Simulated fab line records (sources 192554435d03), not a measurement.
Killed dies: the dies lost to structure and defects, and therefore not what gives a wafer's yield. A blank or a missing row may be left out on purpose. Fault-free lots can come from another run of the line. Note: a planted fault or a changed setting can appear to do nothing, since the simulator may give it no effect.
Split-lot study :: flow n5 finfet :: on a route of 1938 steps: 7 lots, 21 wafers read

## ABOUT THE SPLIT
At N5_BEOL_M9_ETCH_65 (etches SiARC in CF4, target depth 15.6 nm, time 26 s), the setting bias w was moved away from the recipe's 36 W on 8 of the 21 wafers read, by -17.1% to +10.8%. The other wafers ran this setting at the recipe's value.

The split's own step is where the reading is taken.

## THE READING
rf vpp V, in V, at N5_BEOL_M9_ETCH_65 (etches SiARC in CF4, target depth 15.6 nm, time 26 s). On this fab line, fault-free wafers typically give 183.8 V with a standard deviation of 1.1 V.

wafer: L077.1
tool, chamber at the split: rie diel-03, 3
bias w as run, W: 36
against the recipe: recipe
rf vpp V, V: 184.9
against lot-mates on the recipe: -

wafer: L077.3
tool, chamber at the split: rie diel-03, 2
bias w as run, W: 29.86
against the recipe: -17.1%
rf vpp V, V: 163.4
against lot-mates on the recipe: -20.8

wafer: L077.4
tool, chamber at the split: rie diel-03, 2
bias w as run, W: 36
against the recipe: recipe
rf vpp V, V: 183.5
against lot-mates on the recipe: -

wafer: L081.3
tool, chamber at the split: rie diel-03, 2
bias w as run, W: 36
against the recipe: recipe
rf vpp V, V: 182.3
against lot-mates on the recipe: -

wafer: L081.5
tool, chamber at the split: rie diel-03, 3
bias w as run, W: 36
against the recipe: recipe
rf vpp V, V: 183.7
against lot-mates on the recipe: -

wafer: L081.6
tool, chamber at the split: rie diel-03, 2
bias w as run, W: 39.81
against the recipe: +10.6%
rf vpp V, V: 196.3
against lot-mates on the recipe: +13.3

wafer: L088.1
tool, chamber at the split: rie diel-03, 1
bias w as run, W: 33.24
against the recipe: -7.7%
rf vpp V, V: 175.1
against lot-mates on the recipe: -10.0

wafer: L088.3
tool, chamber at the split: rie diel-03, 3
bias w as run, W: 36
against the recipe: recipe
rf vpp V, V: 186.3
against lot-mates on the recipe: -

wafer: L088.5
tool, chamber at the split: rie diel-03, 0
bias w as run, W: 36
against the recipe: recipe
rf vpp V, V: 183.8
against lot-mates on the recipe: -

wafer: L090.1
tool, chamber at the split: rie diel-04, 0
bias w as run, W: 36
against the recipe: recipe
rf vpp V, V: 182.7
against lot-mates on the recipe: -

wafer: L090.4
tool, chamber at the split: rie diel-04, 1
bias w as run, W: 36
against the recipe: recipe
rf vpp V, V: 183.5
against lot-mates on the recipe: -

wafer: L090.5
tool, chamber at the split: rie diel-04, 1
bias w as run, W: 36
against the recipe: recipe
rf vpp V, V: 183.2
against lot-mates on the recipe: -

wafer: L091.3
tool, chamber at the split: rie diel-03, 2
bias w as run, W: 39.88
against the recipe: +10.8%
rf vpp V, V: 195.7
against lot-mates on the recipe: +10.3

wafer: L091.4
tool, chamber at the split: rie diel-03, 1
bias w as run, W: 36
against the recipe: recipe
rf vpp V, V: 185.4
against lot-mates on the recipe: -

wafer: L091.6
tool, chamber at the split: rie diel-03, 2
bias w as run, W: 39.88
against the recipe: +10.8%
rf vpp V, V: 196.6
against lot-mates on the recipe: +11.2

wafer: L095.3
tool, chamber at the split: rie diel-03, 3
bias w as run, W: 36
against the recipe: recipe
rf vpp V, V: 184.3
against lot-mates on the recipe: -

wafer: L095.4
tool, chamber at the split: rie diel-03, 1
bias w as run, W: 36
against the recipe: recipe
rf vpp V, V: 185.1
against lot-mates on the recipe: -

wafer: L095.6
tool, chamber at the split: rie diel-03, 0
bias w as run, W: 38.88
against the recipe: +8.0%
rf vpp V, V: 193.0
against lot-mates on the recipe: +8.3

wafer: L096.1
tool, chamber at the split: rie diel-04, 2
bias w as run, W: 36
against the recipe: recipe
rf vpp V, V: 182.5
against lot-mates on the recipe: -

wafer: L096.4
tool, chamber at the split: rie diel-04, 1
bias w as run, W: 39.64
against the recipe: +10.1%
rf vpp V, V: 193.8
against lot-mates on the recipe: +11.3

wafer: L096.5
tool, chamber at the split: rie diel-04, 1
bias w as run, W: 39.64
against the recipe: +10.1%
rf vpp V, V: 194.4
against lot-mates on the recipe: +11.9

THE FIT
A straight line over all 21 wafers: rf vpp V changes by +1.14 V for each +1% of bias w; r = +0.99; the points scatter about the line by 1.1 V.
The same after taking each lot's own level away (the mean of its wafers on the recipe; 21 wafers): +1.16 V for each +1%; r = +0.99; scatter 0.89 V.
On that fit, the largest move of bias w shifts the reading by 20 V.
Measured against the standard deviation above, the lots' own levels, which go from 182.50 to 185.40 V, span 2.6 times it.
The two slopes are in agreement: the lot-to-lot level therefore moves the slope only a little.
Check: for one of the wafers moved furthest among these (-17.1%), held out of the fit, the line's prediction against its lot-mates is -19.4 V. It came out at -20.8 V against them.
Tool readings at the split's step, against how far the setting was moved: etch rf on time s r = -0.84; rf vpp V r = +0.99.

## THESE WAFERS: OTHER SPLITS
Note: prior to the reading, these wafers also went through further splits. Each is held against what the fit with the lots' levels taken away leaves over:
other split on the same wafers: N5_BEOL_M7_VIA_ETCH_34 time s
wafers away from the commonest value: 6
r with rf vpp V (lot level and that fit taken away): +0.08

other split on the same wafers: N5_BEOL_M7_TRENCH_ETCH_37 source w
wafers away from the commonest value: 9
r with rf vpp V (lot level and that fit taken away): +0.25

other split on the same wafers: N5_BEOL_M8_ETCH_65 source w
wafers away from the commonest value: 9
r with rf vpp V (lot level and that fit taken away): +0.24

other split on the same wafers: N5_BEOL_M9_EXPOSE_25 dose mj
wafers away from the commonest value: 5
r with rf vpp V (lot level and that fit taken away): -0.39

## THE WHOLE CHAIN: every reading that the file lists as answering this split, in the file's order
step: N5_BEOL_M9_ETCH_65
what it does: etches SiARC in CF4, target depth 15.6 nm, time 26 s
reading: etch rf on time s
change (the file's fit): withheld for each +1% of the setting
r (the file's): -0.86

step: N5_BEOL_M9_ETCH_65
what it does: etches SiARC in CF4, target depth 15.6 nm, time 26 s
reading: rf vpp V
change (the file's fit): +1.17 V for each +1% of the setting
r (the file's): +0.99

## THE FILE'S OWN FIT
rf vpp V changes by +1.17 V for each +1% of bias w, r = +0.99.
